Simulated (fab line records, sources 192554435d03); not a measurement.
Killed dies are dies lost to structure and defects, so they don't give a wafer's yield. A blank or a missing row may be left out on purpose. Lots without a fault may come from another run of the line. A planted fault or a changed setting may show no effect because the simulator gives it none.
fab line records | flow n5_finfet
record lots=10 wafers=30 last_day=18
route steps=1938 shown BEOL_M11@1550 PASSIVATION@1936
lots that met no fault: from a run of the same line without faults
start_h: hours from the record's first day to the start of the lot's first wafer shown | wait_h: hours since the lot's step before | " the same as in the row above | L1.1+2: a row that stands for several wafers | - no value, or no start given | * or withheld: withheld | < > ~ a bound
route shown NAME@n: a module of which the file shows steps, and the number in the route of the first | usual: mean/standard deviation of fault-free wafers | same: alike in all rows | chamber/n: place in a boat | sites: the reading at each site | _std_site: their standard deviation | _edge_site: outer sites' mean less inner sites' | radius_mm: how far each site lies from the wafer's centre | mask NAME#n: copy n | behind: the tool/chamber that last shaped the wafer | hold: why the lot was held/for how many hours/how that ended | device: the transistor (n, p or np) that didn't switch | end of line: the same wafers' tests at the end of the route | a step without rows: its recipe alone | killed: dies lost to structure and defects at the first sort, not the wafer's yield | map: a wafer's dies, x killed, . not, _ none there
set.NAME: the setting as run; set.NAME@STEP: as run at that earlier step | model.NAME: the simulator's own value behind a step, which no gauge read
steps of the route over a sample of lots; a table a step, a row a wafer
services: from which hour (start_h, from the record's first day; less than 0 if before it) a tool's chamber was out of use, for how many hours, and why
## steps
# step N5_BEOL_M11_OVL_MEAS_12
# recipe points_per_wafer=44
# usual M11_OVL=0.5/0.69
# columns lot.wafer tool chamber start_h wait_h M11_OVL[nm]
L880.2 overlay-02 0 231.43 0.0 0.6
L880.4 " 0 " " 1.7
L880.6 " 0 " " 1.1
L879.2 overlay-01 0 238.11 0.0 1.2
L879.3 " 0 " " 1.2
L879.4 " 0 " " 0.8
L881.3 overlay-01 0 253.79 0.0 1.3
L881.4 " 0 " " 0.2
L881.5 " 0 " " 1.3
L882.3 overlay-01 0 265.43 0.0 0.3
L882.4 " 0 " " 0.2
L882.5 " 0 " " -0.7
L887.2 overlay-02 0 288.30 0.0 -0.6
L887.4 " 0 " " -0.1
L887.5 " 0 " " 0.3
L888.2 overlay-01 0 297.53 0.0 0.7
L888.4 " 0 " " 0.8
L888.5 " 0 " " -2.1
L886.1 overlay-01 0 307.06 0.0 -1.0
L886.4 " 0 " " 0.0
L886.6 " 0 " " 0.2
L898.1 overlay-02 0 347.83 0.0 -0.3
L898.2 " 0 " " 0.8
L898.5 " 0 " " -0.5
L896.1 overlay-02 0 350.38 0.0 0.9
L896.3 " 0 " " 0.0
L896.6 " 0 " " 1.8
L901.2 overlay-02 0 390.32 0.0 0.3
L901.3 " 0 " " 0.9
L901.4 " 0 " " 1.4
# step N5_BEOL_M11_STRIP_67
# recipe chemistry=CF4 resist=SiARC power_w=300 bias_power_w=75 pressure_mtorr=50 cf4_flow_sccm=150 rf_frequency_hz=6e+07
# usual bias_power_w=74.97/0.22 drypump_motor_current_A=5.8/0.43 oes_product_au=0.77/0.086 rf_vpp_V=271.1/1.6 showerhead_plenum_p_Torr=1.80/0.062 throttle_valve_pct=13.66/0.25
# columns lot.wafer tool chamber start_h wait_h bias_power_w drypump_motor_current_A oes_product_au rf_hours_counter_h rf_vpp_V showerhead_plenum_p_Torr throttle_valve_pct
L880.2 rie_diel-04 1 231.72 0.0 75.01 5.2 0.79 111 270.9 1.79 13.70
L880.4 " 3 " " 74.86 5.9 0.90 36 272.7 1.90 13.20
L880.6 " 0 " " 75.24 5.1 0.73 - 270.0 1.71 13.87
L879.2 rie_diel-05 0 238.43 0.0 75.01 6.4 0.69 230 269.0 1.72 13.84
L879.3 " 3 " " 74.80 6.1 0.71 204 271.6 1.84 13.80
L879.4 " 1 " " 74.92 5.8 0.74 196 271.5 1.79 13.88
L881.3 rie_diel-05 1 254.08 0.0 75.07 5.8 0.74 200 270.1 1.79 13.90
L881.4 " 3 " " 74.66 6.1 0.71 209 271.2 1.84 13.80
L881.5 " 3 " " 74.57 6.1 0.71 - 271.6 1.84 13.80
L882.3 rie_diel-05 3 265.72 0.0 74.82 6.1 0.70 212 272.5 1.84 13.82
L882.4 " 0 " " 75.15 6.3 0.69 238 269.1 1.72 13.86
L882.5 " 3 " " 74.73 6.1 0.70 - 272.9 1.84 13.81
L887.2 rie_diel-03 3 288.59 0.0 75.00 5.6 0.86 45 272.4 1.83 13.34
L887.4 " 2 " " 74.59 5.8 0.97 3 273.1 1.89 13.11
L887.5 " 1 " " 74.52 5.1 0.77 - 269.1 1.74 13.36
L888.2 rie_diel-05 1 297.82 0.0 75.06 5.8 0.73 213 271.2 1.79 13.92
L888.4 " 2 " " 75.12 6.3 0.72 203 269.6 1.78 13.57
L888.5 " 3 " " 74.89 6.1 0.70 - 271.5 1.84 13.84
L886.1 rie_diel-05 1 307.51 0.0 75.09 5.8 0.72 216 272.4 1.79 13.94
L886.4 " 3 " " 75.19 6.1 0.69 225 272.7 1.84 13.84
L886.6 " 0 " " 74.62 6.3 0.68 - 269.2 1.72 13.89
L898.1 rie_diel-05 1 348.18 0.0 75.13 5.8 0.72 231 270.0 1.78 13.94
L898.2 " 3 " " 75.06 6.1 0.69 239 272.4 1.83 13.88
L898.5 " 3 " " 74.66 6.1 0.69 - 273.1 1.83 13.88
L896.1 rie_diel-04 2 350.67 0.0 74.57 6.1 0.93 19 269.1 1.77 13.42
L896.3 " 3 " " 74.76 5.9 0.84 75 274.7 1.89 13.32
L896.6 " 1 " " 74.81 5.3 0.76 - 271.4 1.78 13.79
L901.2 rie_diel-04 2 390.66 0.0 75.13 6.1 0.90 31 269.0 1.77 13.45
L901.3 " 1 " " 75.03 5.2 0.75 159 270.6 1.78 13.81
L901.4 " 0 " " 74.43 5.1 0.69 229 269.5 1.70 13.99
# step N5_BEOL_M11_STRIP_19
# recipe chemistry=O2 power_w=400 temp_c=40 pressure_mtorr=30 rf_frequency_hz=6e+07 bias_power_w=0 overash_fraction=0.2 o2_flow_sccm=225
# usual drypump_motor_current_A=5.7/0.42 oes_product_au=0.79/0.096 rf_vpp_V=3.6/0.58 showerhead_plenum_p_Torr=2.11/0.087 throttle_valve_pct=16.71/0.25
# same bias_power_w=0
# columns lot.wafer tool chamber start_h wait_h drypump_motor_current_A oes_product_au rf_hours_counter_h rf_vpp_V showerhead_plenum_p_Torr throttle_valve_pct
L880.2 rie_diel-03 3 231.95 0.2 5.7 0.89 26 3.2 2.14 16.43
L880.4 " 1 " " 5.1 0.79 96 3.7 2.02 16.32
L880.6 " 0 " " 5.8 0.79 - 4.3 2.20 16.75
L879.2 rie_diel-03 1 238.58 0.1 5.1 0.78 98 4.2 2.02 16.32
L879.3 " 0 " " 5.9 0.79 107 3.4 2.20 16.73
L879.4 " 3 " " 5.7 0.89 28 3.6 2.14 16.42
L881.3 rie_diel-05 1 254.23 0.1 5.8 0.74 201 2.5 2.09 16.99
L881.4 " 3 " " 6.1 0.70 209 2.8 2.16 16.92
L881.5 " 3 " " 6.1 0.70 - 4.0 2.16 16.90
L882.3 rie_diel-04 0 265.90 0.1 5.1 0.72 190 4.0 2.00 16.98
L882.4 " 0 " " 5.1 0.72 - 4.2 2.00 16.98
L882.5 " 1 " " 5.2 0.79 - 3.5 2.11 16.90
L887.2 rie_diel-04 0 288.83 0.1 5.1 0.70 198 3.4 1.99 17.02
L887.4 " 3 " " 5.9 0.86 - 4.2 2.24 16.45
L887.5 " 1 " " 5.2 0.78 - 3.9 2.10 16.91
L888.2 rie_diel-04 1 298.06 0.1 5.2 0.79 128 2.9 2.10 16.92
L888.4 " 2 " " 6.1 1.02 1 3.7 2.05 16.46
L888.5 " 3 " " 5.9 0.86 - 3.1 2.24 16.46
L886.1 rie_diel-03 1 307.67 0.1 5.1 0.76 119 3.5 2.01 16.35
L886.4 " 2 " " 5.8 0.96 8 3.4 2.24 16.32
L886.6 " 0 " " 5.8 0.78 - 4.2 2.19 16.79
L898.1 rie_diel-04 2 348.33 0.1 6.1 0.96 18 3.9 2.05 16.49
L898.2 " 0 " " 5.1 0.70 218 4.9 1.99 17.03
L898.5 " 1 " " 5.2 0.76 - 3.2 2.10 16.95
L896.1 rie_diel-04 2 350.83 0.1 6.1 0.94 19 3.2 2.05 16.48
L896.3 " 1 " " 5.2 0.76 147 4.0 2.10 16.94
L896.6 " 0 " " 5.2 0.69 - 3.0 1.99 17.04
L901.2 rie_diel-03 0 390.81 0.1 5.8 0.76 152 3.2 2.18 16.85
L901.3 " 3 " " 5.7 0.82 73 3.5 2.13 16.50
L901.4 " 2 " " 5.9 0.90 32 2.8 2.23 16.35
# step N5_BEOL_M11_OVL_MEAS_29
# recipe points_per_wafer=44
# usual V10_OVL=0.2/0.7
# columns lot.wafer tool chamber start_h wait_h V10_OVL[nm]
L880.2 overlay-01 0 233.28 0.0 0.3
L880.4 " 0 " " 0.8
L880.6 " 0 " " 1.5
L879.2 overlay-01 0 239.10 0.0 0.1
L879.3 " 0 " " 0.6
L879.4 " 0 " " -0.9
L881.3 overlay-02 0 255.58 0.0 0.2
L881.4 " 0 " " 0.3
L881.5 " 0 " " 0.8
L882.3 overlay-02 0 266.29 0.0 0.4
L882.4 " 0 " " 0.4
L882.5 " 0 " " 0.0
L887.2 overlay-02 0 291.00 0.0 -0.6
L887.4 " 0 " " -0.6
L887.5 " 0 " " -0.9
L888.2 overlay-01 0 300.05 0.0 1.2
L888.4 " 0 " " 0.3
L888.5 " 0 " " 0.1
L886.1 overlay-02 0 308.06 0.0 1.2
L886.4 " 0 " " 0.2
L886.6 " 0 " " 0.1
L898.1 overlay-01 0 349.04 0.0 -0.1
L898.2 " 0 " " 0.1
L898.5 " 0 " " -1.5
L896.1 overlay-01 0 352.90 0.0 -1.1
L896.3 " 0 " " 0.1
L896.6 " 0 " " -0.3
L901.2 overlay-02 0 392.76 0.0 0.4
L901.3 " 0 " " 1.4
L901.4 " 0 " " 0.4
# step N5_BEOL_M11_INSPECT_30
# recipe mode=adi inspect_instrument=brightfield
# usual raw_defect_count=415/110
# columns lot.wafer tool chamber start_h wait_h raw_defect_count
L880.2 defect_inspect-02 - 233.31 0.0 389
L880.4 " - " " 354
L880.6 " - " " 365
L879.2 defect_inspect-01 - 239.12 0.0 419
L879.3 " - " " 386
L879.4 " - " " 597
L881.3 defect_inspect-02 - 255.60 0.0 366
L881.4 " - " " 289
L881.5 " - " " 314
L882.3 defect_inspect-01 - 266.31 0.0 399
L882.4 " - " " 362
L882.5 " - " " 375
L887.2 defect_inspect-01 - 291.03 0.0 478
L887.4 " - " " 585
L887.5 " - " " 383
L888.2 defect_inspect-02 - 300.07 0.0 543
L888.4 " - " " 625
L888.5 " - " " 640
L886.1 defect_inspect-01 - 308.08 0.0 620
L886.4 " - " " 427
L886.6 " - " " 421
L898.1 defect_inspect-02 - 349.06 0.0 388
L898.2 " - " " 927
L898.5 " - " " 421
L896.1 defect_inspect-01 - 352.92 0.0 349
L896.3 " - " " 344
L896.6 " - " " 896
L901.2 defect_inspect-02 - 392.79 0.0 356
L901.3 " - " " 370
L901.4 " - " " 411
# step N5_PASSIVATION_PROBE_49
# usual defect_limited_yield=91.3/1.5 killed_at_M0_to_M3=34/10 killed_at_M4_up=13/4.9 killed_at_contacts=13/6.1 killed_at_front_end=39/13 killed_at_other=4.1/2.7 killed_dies=103/18 killed_on_rim=13/4.3 killed_open=68/13 killed_short=32/7.6 sort_bin_5_function=5.2/1 sort_bin_6_memory=3.2/0.75 sort_n_pass=1077/18 sort_yield_pct=91.3/1.5
# same gross_dies=1180 killed_at_back_side=0 sort_bin_4_leakage[%]=0 sort_bin_8_speed[%]=0
# columns lot.wafer tool chamber start_h wait_h defect_limited_yield[%] killed_at_M0_to_M3 killed_at_M4_up killed_at_contacts killed_at_front_end killed_at_other killed_dies killed_on_rim killed_open killed_short sort_bin_5_function[%] sort_bin_6_memory[%] sort_n_pass sort_yield_pct[%]
L880.2 prober-01 - 271.81 0.1 90.2 32 14 8 61 1 116 16 83 30 6.8 2.8 1064 90.2
L880.4 prober-01 - 271.91 0.2 89.5 30 8 14 65 7 124 16 86 34 5.8 4.5 1056 89.5
L880.6 prober-01 - 272.01 0.3 90.3 28 18 19 47 2 114 10 69 39 5.2 3.6 1066 90.3
L896.1 prober-02 - 399.90 0.0 92.9 22 11 9 36 6 84 13 56 25 4.4 2.5 1096 92.9
L896.3 prober-02 - 400.00 0.1 90.6 40 23 16 27 5 111 14 82 29 6.2 3.1 1069 90.6
L896.6 prober-02 - 400.15 0.3 81.9 30 145 7 27 4 213 17 64 23 12.3 3.6 967 81.9
L898.1 prober-01 - 400.96 0.0 92.6 31 10 9 35 2 87 12 58 27 4.1 3.0 1093 92.6
L898.2 prober-01 - 401.01 0.1 83.9 15 131 10 27 7 190 8 49 18 10.8 3.4 990 83.9
L898.5 prober-01 - 401.16 0.2 94.1 34 3 7 22 4 70 8 53 17 3.6 2.2 1110 94.1
# killed by level:class
L880.2 STI_FIN_REVEAL:geometric_particle:open=20 FIN_SAQP:geometric_particle:open=16 FIN_SAQP:geometric_particle:short=10 BEOL_M2:geometric_particle:open=9 MOL_CONTACT_COAG:geometric_particle:open=7 BEOL_M4:geometric_particle:open=7 BEOL_M0_SAQP:geometric_particle:short=5 BEOL_M3:geometric_particle:open=4
L880.4 STI_FIN_REVEAL:geometric_particle:open=26 FIN_SAQP:geometric_particle:open=13 MOL_CONTACT_COAG:geometric_particle:open=12 FIN_SAQP:geometric_particle:short=11 BEOL_M2:geometric_particle:open=8 BEOL_M0_SAQP:geometric_particle:open=7 BEOL_M0_SAQP:geometric_particle:short=5 BEOL_M3:geometric_particle:open=5
L880.6 FIN_SAQP:geometric_particle:short=13 MOL_CONTACT_COAG:geometric_particle:open=13 BEOL_M2:geometric_particle:open=11 STI_FIN_REVEAL:geometric_particle:open=9 BEOL_M4:geometric_particle:open=7 FIN_SAQP:geometric_particle:open=5 MOL_CONTACT_COAG:geometric_particle:short=5 HKMG_FIN:area_etch=5
L896.1 STI_FIN_REVEAL:geometric_particle:open=11 FIN_SAQP:geometric_particle:open=8 MOL_CONTACT_COAG:geometric_particle:open=7 BEOL_M1:geometric_particle:open=4 GATE_CUT:geometric_particle:short=4 BEOL_M2:geometric_particle:open=4 BEOL_M3:geometric_particle:open=4 STARTING-WAFER:geometric_particle:short=4
L896.3 BEOL_M3:geometric_particle:open=24 MOL_CONTACT_COAG:geometric_particle:open=12 BEOL_M4:geometric_particle:open=11 STI_FIN_REVEAL:geometric_particle:open=8 BEOL_M4:geometric_particle:short=5 STARTING-WAFER:geometric_particle:open=5 MOL_CONTACT_COAG:geometric_particle:short=4 BEOL_M0_SAQP:geometric_particle:open=4
L896.6 BEOL_M11:unspecified=124 BEOL_M4:geometric_particle:open=12 BEOL_M3:geometric_particle:open=9 STI_FIN_REVEAL:geometric_particle:open=6 MOL_CONTACT_COAG:geometric_particle:open=6 BEOL_M2:geometric_particle:open=6 BEOL_M0_SAQP:geometric_particle:open=4 FIN_SAQP:geometric_particle:short=3
L898.1 BEOL_M0_SAQP:geometric_particle:short=11 FIN_SAQP:geometric_particle:open=9 BEOL_M0_SAQP:geometric_particle:open=9 MOL_CONTACT_COAG:geometric_particle:open=7 BEOL_M1:geometric_particle:open=6 STI_FIN_REVEAL:geometric_particle:open=5 FIN_SAQP:geometric_particle:short=4 STARTING-WAFER:geometric_particle:short=4
L898.2 BEOL_M11:unspecified=123 FIN_SAQP:geometric_particle:open=8 MOL_CONTACT_COAG:geometric_particle:open=8 FIN_SAQP:geometric_particle:short=5 BEOL_M3:geometric_particle:open=5 STI_FIN_REVEAL:geometric_particle:open=4 BEOL_M4:geometric_particle:open=4 BEOL_M0:geometric_particle:open=3
L898.5 BEOL_M2:geometric_particle:open=14 BEOL_M0_SAQP:geometric_particle:open=8 FIN_SAQP:geometric_particle:open=7 MOL_CONTACT_COAG:geometric_particle:open=5 BEOL_M3:geometric_particle:open=4 FIN_SAQP:geometric_particle:short=3 STI_FIN_REVEAL:geometric_particle:open=3 GATE_CUT:geometric_particle:open=3
## services
# columns tool chamber start_h hours kind
rie_diel-03 0 213.96 5.6 repair
rie_diel-05 - 227.00 2.8 pm
rie_diel-04 0 237.79 3.5 repair
rie_diel-04 1 248.31 9.3 repair
rie_diel-03 2 249.73 7.8 repair
rie_diel-04 2 257.85 - clean
rie_diel-04 2 257.85 - consumable_replace:focus_ring
rie_diel-04 2 257.85 35.0 scheduled_down
rie_diel-04 2 257.85 35.0 vent_cycle
rie_diel-03 2 260.64 - clean
rie_diel-04 1 284.76 2.5 repair
rie_diel-05 0 307.78 - clean
rie_diel-05 0 307.78 - consumable_replace:focus_ring
rie_diel-05 0 307.78 - consumable_replace:showerhead
rie_diel-05 0 307.78 11.4 scheduled_down
rie_diel-05 0 307.78 11.4 vent_cycle
rie_diel-04 3 324.90 6.0 repair
rie_diel-05 2 342.02 12.7 repair
rie_diel-05 3 384.80 - clean
rie_diel-05 3 384.80 - consumable_replace:esc
rie_diel-05 3 384.80 - consumable_replace:focus_ring
rie_diel-05 3 384.80 29.8 scheduled_down
rie_diel-05 3 384.80 29.8 vent_cycle
rie_diel-03 - 389.23 0.3 repair
## key
first_sign step=N5_BEOL_M11_INSPECT_30 reading=raw_defect_count direction=up sigmas=4.4 usual=415 struck=912
effect step=N5_PASSIVATION_PROBE_49 reading=killed_at_M4_up direction=up sigmas=26 usual=13 struck=138
more_kills_born_at N5_BEOL_M11_STRIP_19@rie_diel-04=247
met_at N5_BEOL_M11_STRIP_19
struck_lots L896,L898
struck_wafers L896.6,L898.2
not_acting_at N5_BEOL_M11_OVL_MEAS_12,N5_BEOL_M11_STRIP_67,N5_BEOL_M11_OVL_MEAS_29
onset_between 288.83 348.33
fault kind=chamber_particle_source tool=rie_diel-04 chamber=0 onset_h=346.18 steps=N5_BEOL_M11_STRIP_19 rate_per_visit_cm2=0.72637 end_h=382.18
